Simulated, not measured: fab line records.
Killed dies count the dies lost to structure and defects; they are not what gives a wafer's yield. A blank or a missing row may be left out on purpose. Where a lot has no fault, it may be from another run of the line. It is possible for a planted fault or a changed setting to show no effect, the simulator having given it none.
Matching of chambers :: flow n5 finfet :: N5_BEOL_M8_CURE_75 on uv cure-02 has 3 sister chambers
The step cures SiCOH lowk, time 120 s. 6 wafers are shown with their chamber, then 11 later ones without.

== EACH WAFER AND ITS CHAMBER ==
wafer: L080.4
chamber: 1
wafer_temp_C_max: 372.6
lamp power pct (%): 52.36

wafer: L082.4
chamber: 2
wafer_temp_C_max: 371.8
lamp power pct (%): 52.39

wafer: L082.5
chamber: 2
wafer_temp_C_max: 371.3
lamp power pct (%): 52.30

wafer: L081.2
chamber: 0
wafer_temp_C_max: 371.6
lamp power pct (%): 52.26

wafer: L081.6
chamber: 0
wafer_temp_C_max: 371.9
lamp power pct (%): 52.24

wafer: L084.1
chamber: 1
wafer_temp_C_max: 371.9
lamp power pct (%): 52.31

== WAFERS WITHOUT THEIR CHAMBER ==
wafer: L084.5
wafer_temp_C_max: 371.9
lamp power pct (%): 52.33

wafer: L084.6
wafer_temp_C_max: 372.1
lamp power pct (%): 52.30

wafer: L085.2
wafer_temp_C_max: 372.0
lamp power pct (%): 52.25

wafer: L085.4
wafer_temp_C_max: 372.7
lamp power pct (%): 52.31

wafer: L085.5
wafer_temp_C_max: 372.5
lamp power pct (%): 52.27

wafer: L090.2
wafer_temp_C_max: 371.1
lamp power pct (%): 52.25

wafer: L090.3
wafer_temp_C_max: 371.2
lamp power pct (%): 52.25

wafer: L090.5
wafer_temp_C_max: 371.7
lamp power pct (%): 52.37

wafer: L096.1
wafer_temp_C_max: 372.7
lamp power pct (%): 52.37

wafer: L096.2
wafer_temp_C_max: 371.8
lamp power pct (%): 52.27

wafer: L096.4
wafer_temp_C_max: 372.2
lamp power pct (%): 52.28

== THE CHAMBER EACH PASSED THROUGH ==
wafer: L084.5
from the rows above: can't be placed: 1 or 2 or 0
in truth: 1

wafer: L084.6
from the rows above: can't be placed: 1 or 0 or 2
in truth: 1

wafer: L085.2
from the rows above: can't be placed: 0 or 1 or 2
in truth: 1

wafer: L085.4
from the rows above: can't be placed: 1 or 0 or 2
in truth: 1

wafer: L085.5
from the rows above: can't be placed: 1 or 0 or 2
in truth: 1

wafer: L090.2
from the rows above: can't be placed: 0 or 2 or 1
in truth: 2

wafer: L090.3
from the rows above: can't be placed: 0 or 2 or 1
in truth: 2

wafer: L090.5
from the rows above: can't be placed: 2 or 1
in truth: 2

wafer: L096.1
from the rows above: can't be placed: 1 or 2
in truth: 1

wafer: L096.2
from the rows above: can't be placed: 0 or 2 or 1
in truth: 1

wafer: L096.4
from the rows above: can't be placed: 1 or 0 or 2
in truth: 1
Correct placement for 0 of the 11. Unplaceable from these rows: 11, with the true chamber sitting among the candidates in 11. Number placed wrongly: 0.
How it was worked out, from the rows above alone: a wafer's distance from a chamber is the root of the sum, over the readings, of the square of ((its reading less the chamber's mean) divided by the reading's scatter). If the next closest chamber is less than 2 further off than the closest, the wafer can't be placed; otherwise it belongs to the closest. The mean given for a chamber averages the wafers shown for that chamber. The scatter: take each reading less its chamber's mean, square it, sum over the shown wafers, divide by the number of wafers less the number of chambers, and take the root.
